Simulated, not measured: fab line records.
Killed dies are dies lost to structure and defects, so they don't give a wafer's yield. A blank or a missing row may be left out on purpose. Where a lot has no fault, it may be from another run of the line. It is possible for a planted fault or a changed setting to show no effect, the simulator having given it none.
fab line records + flow nandHarc
record:
- lots: 6
- wafers: 18
- lastDay: 32
route steps=1302 shown A_DECK1_JOINT@537 A_ONON_D2@545 END@1302
lots that met no fault: from a run of the same line without faults
startH: the number of hours between the record's first day and the start of the first shown wafer of the lot + waitH: how many hours have passed since the lot's step before this one + " identical to the entry in the row above + L1.1+2: a single row standing in for several wafers + - no value, or no start given + * or withheld: withheld + < > ~ a bound
route shown NAME@n: a module of which the file shows steps, and the number in the route of the first + usual: the fault-free wafers' mean and standard deviation + same: alike in all rows + chamber/n: place in a boat + sites: the reading at each site + _std_site: standard deviation of those values + _edge_site: inner sites' mean taken away from outer sites' mean + radiusMm: for every site, how far away it sits from the centre of the wafer + mask NAME#n: copy n + behind: the tool/chamber that last shaped the wafer + hold: why the lot went on hold/how many hours it stayed there/how the hold came to an end + device: the transistor (n, p or np) that didn't switch + end of line: the route-end tests of the same wafers + where a step has no rows: the recipe by itself + killed: dies that structure and defects cost at the first sort, which is not the same as the wafer's yield + map: shows each die of a wafer: x if killed, . if not, _ if none is there
set.NAME: the run value of the setting; set.NAME@STEP: its run value at that earlier step + model.NAME: the simulator's own value behind a step, which no gauge read
a table for each step, a row for each wafer; lots at some steps of the route
services: when a tool's chamber went out of use (startH, in hours from the record's first day, below 0 if earlier), for how many hours, and the reason
== steps ==
step: NHARC_A_DECK1_JOINT_ANNEAL_28
recipe:
- tempC: 500
- timeS: 1800
- idleTempC: 400
- rampUpCPerMin: 10
- densificationPH2oTorr: 640
step: NHARC_A_DECK1_JOINT_ANNEAL_29
recipe:
- tempC: 750
- timeS: 1800
- idleTempC: 500
- rampUpCPerMin: 10
- rampDownCPerMin: 3
step: NHARC_A_DECK1_JOINT_CMP_02
recipe:
- material: SiOx
usual:
- edgeZonePressureFrac: 1.001/0.0049
- motorCurrentA: 12.7/1.6
- retainingRingPressureFrac: 1.000/0.0054
| lot.wafer | tool   | chamber | startH | waitH | edgeZonePressureFrac | motorCurrentA | retainingRingPressureFrac |
|-----------|--------|---------|--------|-------|----------------------|---------------|---------------------------|
| L122.1    | cmp-04 | 1       | 268.59 | 0.4   | 0.996                | 10.9          | 1.001                     |
| L122.3    | "      | 2       | "      | "     | 1.001                | 13.0          | 0.994                     |
| L122.6    | "      | 2       | "      | "     | 1.004                | 13.4          | 1.006                     |
| L126.2    | cmp-02 | 3       | 303.65 | 0.4   | 0.997                | 12.9          | 0.994                     |
| L126.4    | "      | 1       | "      | "     | 0.998                | 13.8          | 1.008                     |
| L126.6    | "      | 0       | "      | "     | 1.006                | 14.7          | 1.005                     |
| L137.1    | cmp-04 | 3       | 418.01 | 0.4   | 1.001                | 12.2          | 1.002                     |
| L137.2    | "      | 2       | "      | "     | 1.000                | 13.9          | 1.001                     |
| L137.5    | "      | 0       | "      | "     | 1.004                | 9.3           | 1.006                     |
| L138.1    | cmp-04 | 0       | 436.49 | 0.4   | 0.997                | 9.2           | 1.000                     |
| L138.2    | "      | 1       | "      | "     | 0.996                | 11.9          | 1.003                     |
| L138.3    | "      | 2       | "      | "     | 0.993                | 12.9          | 1.008                     |
| L143.1    | cmp-03 | 3       | 479.06 | 0.4   | 1.002                | 14.7          | 1.006                     |
| L143.2    | "      | 0       | "      | "     | 1.000                | 11.3          | 0.997                     |
| L143.3    | "      | 1       | "      | "     | 1.001                | 13.3          | 0.996                     |
| L144.1    | cmp-02 | 1       | 497.11 | 0.4   | 1.000                | 14.1          | 1.003                     |
| L144.3    | "      | 2       | "      | "     | 0.992                | 12.7          | 1.002                     |
| L144.6    | "      | 1       | "      | "     | 1.002                | 13.2          | 0.997                     |
step: NHARC_A_DECK1_JOINT_SRD_15
step: NHARC_A_DECK1_JOINT_DEP_16
recipe:
- targetThkA: 450
- tempC: 400
- pressureTorr: 6.5
- rfW: 900
- teosFlowSccm: 161.4
- flowSccm: 2650
- targetThkNm: 45
- gas: O2
- material: SiO2
usual:
- heaterPowerW: 528/92
- throttleValvePct: 15.8/0.45
| lot.wafer | tool     | chamber | startH | waitH | heaterPowerW | sinceWetCleanH | throttleValvePct |
|-----------|----------|---------|--------|-------|--------------|----------------|------------------|
| L122.1    | pecvd-02 | 1       | 268.99 | 0.1   | 579          | 29             | 15.7             |
| L122.3    | "        | 2       | "      | "     | 552          | 29             | 16.1             |
| L122.6    | "        | 0       | "      | "     | 583          | -              | 15.0             |
| L126.2    | pecvd-03 | 1       | 304.07 | 0.1   | 408          | 106            | 16.3             |
| L126.6    | "        | 1       | "      | "     | 409          | -              | 16.1             |
| L126.4    | "        | 2       | "      | "     | 643          | -              | 16.6             |
| L137.1    | pecvd-03 | 1       | 418.47 | 0.2   | 435          | 39             | 16.2             |
| L137.2    | "        | 0       | "      | "     | 603          | 40             | 15.2             |
| L137.5    | "        | 2       | "      | "     | 655          | -              | 15.9             |
| L138.1    | pecvd-01 | 0       | 436.89 | 0.1   | 683          | 112            | 15.8             |
| L138.3    | "        | 1       | "      | "     | 389          | 112            | 15.4             |
| L138.2    | "        | 2       | "      | "     | 482          | 112            | 15.2             |
| L143.1    | pecvd-02 | 0       | 479.43 | 0.1   | 498          | 58             | 15.3             |
| L143.2    | "        | 1       | "      | "     | 465          | 58             | 15.7             |
| L143.3    | "        | 2       | "      | "     | 499          | 58             | 16.3             |
| L144.3    | pecvd-03 | 1       | 497.47 | 0.1   | 473          | 118            | 16.3             |
| L144.1    | "        | 2       | "      | "     | 519          | 119            | 16.0             |
| L144.6    | "        | 2       | "      | "     | 513          | -              | 16.1             |
step: NHARC_A_DECK1_JOINT_THK_MEAS_17
recipe:
- thkMeasGauge: ellipsometry
usual:
- thkNm: 45.2/1.1
| lot.wafer | tool         | chamber | startH | waitH | thkNm |
|-----------|--------------|---------|--------|-------|-------|
| L122.1    | filmMetro-02 | -       | 269.27 | 0.3   | 42.5  |
| L122.3    | "            | -       | "      | "     | 46.1  |
| L122.6    | "            | -       | "      | "     | 44.6  |
| L126.2    | filmMetro-01 | -       | 304.32 | 0.2   | 46.6  |
| L126.4    | "            | -       | "      | "     | 46.2  |
| L126.6    | "            | -       | "      | "     | 44.4  |
| L137.1    | filmMetro-02 | -       | 418.75 | 0.3   | 45.0  |
| L137.2    | "            | -       | "      | "     | 44.3  |
| L137.5    | "            | -       | "      | "     | 47.4  |
| L138.1    | filmMetro-02 | -       | 437.17 | 0.3   | 45.8  |
| L138.2    | "            | -       | "      | "     | 46.1  |
| L138.3    | "            | -       | "      | "     | 46.0  |
| L143.1    | filmMetro-02 | -       | 479.70 | 0.2   | 44.6  |
| L143.2    | "            | -       | "      | "     | 43.6  |
| L143.3    | "            | -       | "      | "     | 45.0  |
| L144.1    | filmMetro-01 | -       | 497.75 | 0.2   | 45.5  |
| L144.3    | "            | -       | "      | "     | 43.5  |
| L144.6    | "            | -       | "      | "     | 44.1  |
step: NHARC_A_DECK1_JOINT_INSPECT_05
usual:
- rawDefectCount: 323/130
| lot.wafer | tool             | chamber | startH | waitH | rawDefectCount |
|-----------|------------------|---------|--------|-------|----------------|
| L122.1    | defectInspect-01 | -       | 269.31 | 0.0   | 280            |
| L122.3    | "                | -       | "      | "     | 184            |
| L122.6    | "                | -       | "      | "     | 281            |
| L126.2    | defectInspect-02 | -       | 304.36 | 0.0   | 277            |
| L126.4    | "                | -       | "      | "     | 319            |
| L126.6    | "                | -       | "      | "     | 377            |
| L137.1    | defectInspect-02 | -       | 418.78 | 0.0   | 252            |
| L137.2    | "                | -       | "      | "     | 245            |
| L137.5    | "                | -       | "      | "     | 191            |
| L138.1    | defectInspect-01 | -       | 437.21 | 0.0   | 197            |
| L138.2    | "                | -       | "      | "     | 336            |
| L138.3    | "                | -       | "      | "     | 263            |
| L143.1    | defectInspect-02 | -       | 479.74 | 0.0   | 171            |
| L143.2    | "                | -       | "      | "     | 173            |
| L143.3    | "                | -       | "      | "     | 183            |
| L144.1    | defectInspect-01 | -       | 497.79 | 0.0   | 350            |
| L144.3    | "                | -       | "      | "     | 172            |
| L144.6    | "                | -       | "      | "     | 193            |
step: NHARC_A_ONON_D2_DEP_00
recipe:
- targetThkA: 10000
- n2FlowSccm: 2750
- n2oFlowSccm: 2000
- nh3FlowSccm: 500
- sih4FlowSccm: 210
- tempC: 400
step: NHARC_A_ONON_D2_THK_MEAS_02
recipe:
- thkMeasGauge: ellipsometry
usual:
- thkNm: 1002/8.3
| lot.wafer | tool         | chamber | startH | waitH | thkNm |
|-----------|--------------|---------|--------|-------|-------|
| L122.1    | filmMetro-02 | -       | 269.89 | -     | 993   |
| L122.3    | "            | -       | "      | "     | 992   |
| L122.6    | "            | -       | "      | "     | 994   |
| L126.2    | filmMetro-02 | -       | 304.94 | -     | 1002  |
| L126.4    | "            | -       | "      | "     | 1001  |
| L126.6    | "            | -       | "      | "     | 999   |
| L137.1    | filmMetro-01 | -       | 419.36 | -     | 1007  |
| L137.2    | "            | -       | "      | "     | 1008  |
| L137.5    | "            | -       | "      | "     | 1006  |
| L138.1    | filmMetro-02 | -       | 437.79 | -     | 1013  |
| L138.2    | "            | -       | "      | "     | 1013  |
| L138.3    | "            | -       | "      | "     | 1012  |
| L143.1    | filmMetro-01 | -       | 480.32 | -     | 1017  |
| L143.2    | "            | -       | "      | "     | 1019  |
| L143.3    | "            | -       | "      | "     | 1020  |
| L144.1    | filmMetro-02 | -       | 498.37 | -     | 1011  |
| L144.3    | "            | -       | "      | "     | 1008  |
| L144.6    | "            | -       | "      | "     | 1011  |
step: NHARC_A_ONON_D2_DEP_03
recipe:
- targetThkA: 10000
- n2FlowSccm: 2750
- n2oFlowSccm: 2000
- nh3FlowSccm: 500
- sih4FlowSccm: 210
- tempC: 400
step: NHARC_A_ONON_D2_THK_MEAS_05
recipe:
- thkMeasGauge: ellipsometry
usual:
- thkNm: 1000/15
| lot.wafer | tool         | chamber | startH | waitH | thkNm |
|-----------|--------------|---------|--------|-------|-------|
| L122.1    | filmMetro-02 | -       | 270.55 | -     | 1005  |
| L122.3    | "            | -       | "      | "     | 1003  |
| L122.6    | "            | -       | "      | "     | 1004  |
| L126.2    | filmMetro-02 | -       | 305.51 | -     | 1007  |
| L126.4    | "            | -       | "      | "     | 1007  |
| L126.6    | "            | -       | "      | "     | 1005  |
| L137.1    | filmMetro-02 | -       | 419.93 | -     | 1002  |
| L137.2    | "            | -       | "      | "     | 1004  |
| L137.5    | "            | -       | "      | "     | 1003  |
| L138.1    | filmMetro-02 | -       | 438.36 | -     | 1001  |
| L138.2    | "            | -       | "      | "     | 1002  |
| L138.3    | "            | -       | "      | "     | 1002  |
| L143.1    | filmMetro-02 | -       | 480.88 | -     | 994   |
| L143.2    | "            | -       | "      | "     | 994   |
| L143.3    | "            | -       | "      | "     | 995   |
| L144.1    | filmMetro-01 | -       | 498.93 | -     | 999   |
| L144.3    | "            | -       | "      | "     | 1001  |
| L144.6    | "            | -       | "      | "     | 999   |
step: NHARC_A_ONON_D2_DEP_06
recipe:
- targetThkA: 10000
- n2FlowSccm: 2750
- n2oFlowSccm: 2000
- nh3FlowSccm: 500
- sih4FlowSccm: 210
- tempC: 400
| lot.wafer  | tool         | chamber | startH | waitH |
|------------|--------------|---------|--------|-------|
| L122.1+3+6 | pecvdOnon-04 | 0       | 270.60 | 0.1   |
| L126.2+4+6 | pecvdOnon-04 | 0       | 305.62 | 0.1   |
| L137.1+2+5 | pecvdOnon-04 | 0       | 419.99 | 0.1   |
| L138.1+2+3 | pecvdOnon-04 | 0       | 438.41 | 0.1   |
| L143.1+2+3 | pecvdOnon-02 | 0       | 480.94 | 0.1   |
| L144.1+3+6 | pecvdOnon-03 | 0       | 498.99 | 0.1   |
step: NHARC_A_ONON_D2_THK_MEAS_08
recipe:
- thkMeasGauge: ellipsometry
usual:
- thkNm: 1000/10
| lot.wafer | tool         | chamber | startH | waitH | thkNm |
|-----------|--------------|---------|--------|-------|-------|
| L122.1    | filmMetro-02 | -       | 271.12 | -     | 1009  |
| L122.3    | "            | -       | "      | "     | 1008  |
| L122.6    | "            | -       | "      | "     | 1008  |
| L126.2    | filmMetro-01 | -       | 306.07 | -     | 1004  |
| L126.4    | "            | -       | "      | "     | 1005  |
| L126.6    | "            | -       | "      | "     | 1004  |
| L137.1    | filmMetro-02 | -       | 420.50 | -     | 1317  |
| L137.2    | "            | -       | "      | "     | 1001  |
| L137.5    | "            | -       | "      | "     | 1001  |
| L138.1    | filmMetro-01 | -       | 438.92 | -     | 1310  |
| L138.2    | "            | -       | "      | "     | 994   |
| L138.3    | "            | -       | "      | "     | 1310  |
| L143.1    | filmMetro-02 | -       | 481.46 | -     | 995   |
| L143.2    | "            | -       | "      | "     | 997   |
| L143.3    | "            | -       | "      | "     | 998   |
| L144.1    | filmMetro-02 | -       | 499.50 | -     | 1004  |
| L144.3    | "            | -       | "      | "     | 1007  |
| L144.6    | "            | -       | "      | "     | 1005  |
step: NHARC_A_ONON_D2_DEP_09
recipe:
- targetThkA: 10000
- n2FlowSccm: 2750
- n2oFlowSccm: 2000
- nh3FlowSccm: 500
- sih4FlowSccm: 210
- tempC: 400
step: NHARC_END_SORT_01
recipe:
- tempC: 25
usual:
- killedAtArray: 51/17
- killedAtOther: 1.0/1.2
- killedAtPeriphery: 3.4/2.5
- killedDies: 56/17
- killedOpen: 3.3/2.1
- killedShort: 2.6/1.6
same:
- grossDies: 677
| lot.wafer | tool      | chamber | startH | waitH | killedAtArray | killedAtOther | killedAtPeriphery | killedDies | killedOpen | killedShort |
|-----------|-----------|---------|--------|-------|---------------|---------------|-------------------|------------|------------|-------------|
| L122.1    | prober-02 | 0       | 568.17 | 2.5   | 54            | 0             | 2                 | 56         | 3          | 6           |
| L122.3    | prober-02 | 0       | 569.79 | 3.1   | 55            | 0             | 0                 | 55         | 1          | 4           |
| L122.6    | prober-02 | 0       | 572.23 | 4.1   | 51            | 1             | 1                 | 53         | 2          | 2           |
| L137.1    | prober-01 | 0       | 707.08 | 2.5   | 76            | 1             | 11                | 88         | 7          | 5           |
| L137.2    | prober-01 | 0       | 707.88 | 2.8   | 55            | 0             | 9                 | 64         | 2          | 3           |
| L137.5    | prober-01 | 0       | 710.29 | 3.7   | 55            | 0             | 7                 | 62         | 3          | 4           |
| L138.1    | prober-01 | 0       | 720.99 | 2.5   | 33            | 0             | 0                 | 33         | 1          | 1           |
| L138.2    | prober-01 | 0       | 721.79 | 2.8   | 26            | 1             | 3                 | 30         | 1          | 1           |
| L138.3    | prober-01 | 0       | 722.59 | 3.1   | 22            | 0             | 1                 | 23         | 1          | 5           |
| L144.1    | prober-02 | 0       | 772.29 | 2.5   | 61            | 0             | 0                 | 61         | 4          | 4           |
| L144.3    | prober-02 | 0       | 773.88 | 3.1   | 54            | 0             | 1                 | 55         | 5          | 6           |
| L144.6    | prober-02 | 0       | 776.28 | 4.0   | 30            | 0             | 1                 | 31         | 2          | 2           |
killed by level:class
L122.1 A_CHANNEL_HOLE_D2:chamberFilmFlake=42 A_ONON_D2:geometricParticle:short=2 A_CONTACT:geometricParticle:open=2 A_WL_FILL:chamberFilmFlake=2 P_GATE:geometricParticle:open=1 A_SOURCE_PLATE:geometricParticle:short=1 A_ONON_D1:geometricParticle:short=1 A_WL_FILL:geometricParticle:short=1
L122.3 A_CHANNEL_HOLE_D2:chamberFilmFlake=36 A_WL_FILL:chamberFilmFlake=6 A_CHANNEL_HOLE_D1:chamberFilmFlake=5 A_CONTACT:chamberFilmFlake=3 A_CHANNEL_FILL_D1:geometricParticle:short=2 A_ONON_D1:geometricParticle:open=1 A_DECK1_JOINT:geometricParticle:short=1 A_WL_FILL:geometricParticle:short=1
L122.6 A_CHANNEL_HOLE_D2:chamberFilmFlake=39 A_WL_FILL:chamberFilmFlake=6 A_CHANNEL_HOLE_D1:chamberFilmFlake=2 A_CONTACT:chamberFilmFlake=2 P_M0:geometricParticle:short=1 A_CHANNEL_HOLE_D2:geometricParticle:open=1 A_WL_FILL:geometricParticle:short=1 STARTING-WAFER:geometricParticle:open=1
L137.1 A_CHANNEL_HOLE_D1:chamberFilmFlake=36 A_SLIT:chamberFilmFlake=27 P_CONTACT:chamberFilmFlake=8 P_M2:chamberFilmFlake=3 A_DECK1_JOINT:geometricParticle:short=2 A_ONON_D1:geometricParticle:short=1 A_ONON_D1:geometricParticle:open=1 A_DECK1_JOINT:geometricParticle:open=1
L137.2 A_SLIT:chamberFilmFlake=32 A_CHANNEL_HOLE_D1:chamberFilmFlake=11 P_CONTACT:chamberFilmFlake=4 P_M2:chamberFilmFlake=4 A_STAIRCASE:chamberFilmFlake=3 A_BLC:chamberFilmFlake=2 P_M0:geometricParticle:short=1 A_ONON_D1:geometricParticle:open=1
L137.5 A_SLIT:chamberFilmFlake=34 A_CHANNEL_HOLE_D1:chamberFilmFlake=10 P_M2:chamberFilmFlake=4 A_ZERO_WELL:chamberFilmFlake=3 A_ONON_D1:geometricParticle:short=2 P_GATE:geometricParticle:open=1 A_CHANNEL_FILL_D1:geometricParticle:short=1 A_CHANNEL_FILL_D1:geometricParticle:open=1
L138.1 A_CHANNEL_HOLE_D1:chamberFilmFlake=18 A_SLIT:chamberFilmFlake=6 A_STAIRCASE:chamberFilmFlake=2 A_WL_FILL:chamberFilmFlake=2 A_WL_FILL:geometricParticle:open=1 A_M0:geometricParticle:short=1 A_DECK1_JOINT:chamberFilmFlake=1 A_CHANNEL_FILL_D2:chamberFilmFlake=1
L138.2 A_CHANNEL_HOLE_D1:chamberFilmFlake=15 A_CONTACT:chamberFilmFlake=5 P_ZERO_WELL:chamberFilmFlake=2 A_SLIT:chamberFilmFlake=2 A_CHANNEL_FILL_D1:geometricParticle:short=1 A_CHANNEL_FILL_D2:geometricParticle:open=1 P_CONTACT:chamberFilmFlake=1 A_ZERO_WELL:chamberFilmFlake=1
L138.3 A_CHANNEL_HOLE_D1:chamberFilmFlake=6 A_CONTACT:chamberFilmFlake=4 A_SLIT:chamberFilmFlake=3 P_M0:geometricParticle:short=1 A_CHANNEL_HOLE_D1:geometricParticle:short=1 A_CHANNEL_HOLE_D1:geometricParticle:open=1 A_ONON_D2:geometricParticle:short=1 A_STAIRCASE:geometricParticle:short=1
L144.1 A_CHANNEL_HOLE_D1:chamberFilmFlake=20 A_CONTACT:chamberFilmFlake=16 A_SLIT:chamberFilmFlake=11 A_CHANNEL_HOLE_D2:chamberFilmFlake=3 A_ONON_D1:geometricParticle:open=1 A_ONON_D1:geometricParticle:short=1 A_CHANNEL_HOLE_D1:geometricParticle:short=1 A_CHANNEL_FILL_D1:geometricParticle:open=1
L144.3 A_CHANNEL_HOLE_D1:chamberFilmFlake=17 A_SLIT:chamberFilmFlake=14 A_CONTACT:chamberFilmFlake=11 A_ONON_D2:geometricParticle:short=2 P_M0:geometricParticle:short=1 A_ONON_D1:geometricParticle:short=1 A_CHANNEL_FILL_D1:geometricParticle:short=1 A_DECK1_JOINT:geometricParticle:open=1
L144.6 A_CHANNEL_HOLE_D1:chamberFilmFlake=17 A_CONTACT:chamberFilmFlake=5 A_SLIT:chamberFilmFlake=2 P_M0:geometricParticle:open=1 A_CHANNEL_FILL_D1:geometricParticle:short=1 A_CHANNEL_FILL_D2:geometricParticle:short=1 A_SGD_CUT:geometricParticle:open=1 A_CHANNEL_FILL_D2:chamberFilmFlake=1
== services ==
| tool         | chamber | startH | hours | kind   |
|--------------|---------|--------|-------|--------|
| cmp-03       | -       | 260.00 | 4.0   | pm     |
| pecvd-02     | 1       | 306.16 | 5.6   | repair |
| cmp-02       | -       | 310.53 | 0.8   | repair |
| cmp-03       | -       | 310.93 | 6.4   | repair |
| pecvdOnon-04 | -       | 311.12 | 13.0  | pm     |
| pecvd-01     | -       | 311.57 | 13.0  | pm     |
| cmp-04       | -       | 311.75 | 4.0   | pm     |
| cmp-03       | -       | 324.82 | 0.7   | repair |
| cmp-02       | -       | 332.38 | 4.0   | pm     |
| pecvd-01     | -       | 333.27 | 1.5   | repair |
| cmp-04       | -       | 354.04 | 0.3   | repair |
| cmp-03       | -       | 358.00 | 4.0   | pm     |
| pecvd-03     | -       | 366.00 | 13.0  | pm     |
| pecvdOnon-02 | -       | 366.00 | 13.0  | pm     |
| cmp-04       | -       | 369.19 | 0.9   | repair |
| pecvd-02     | -       | 370.71 | 1.0   | repair |
| pecvdOnon-04 | -       | 388.29 | 1.1   | repair |
| pecvd-02     | -       | 408.13 | 13.0  | pm     |
| cmp-04       | -       | 409.75 | 4.0   | pm     |
| cmp-04       | -       | 427.95 | 2.5   | repair |
| cmp-02       | -       | 430.49 | 4.0   | pm     |
| cmp-04       | -       | 436.84 | 49.3  | repair |
| pecvdOnon-04 | -       | 492.12 | 13.0  | pm     |
| cmp-04       | -       | 499.09 | 0.7   | repair |
== key ==
firstSign:
- step: NHARC_A_ONON_D2_THK_MEAS_08
- reading: thkNm
- direction: up
- sigmas: 30
- usual: 1000
- struck: 1313
effect none on later readings
metAt NHARC_A_ONON_D2_DEP_06
struckWafers L137.1,L138.1,L138.3
testerLeftOut L137,L138
onsetBetween 305.62 419.99
fault:
- kind: processParameterDrift
- tool: pecvdOnon-04
- chamber: -
- onsetH: 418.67
- steps: NHARC_A_ONON_D2_DEP_06
- channel: targetThkA
- offset: *
- shape: step
- endH: 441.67
- scope: struckWafersOnly
- actsIn: *
- stated: *
testerLeftOut: of these lots the tester's yield and bins aren't shown, on N5 and GAA mostly nor the transistor test; their killed dies are dies lost to structure and defects alone, not to doping, threshold or leakage, so they don't give the yield
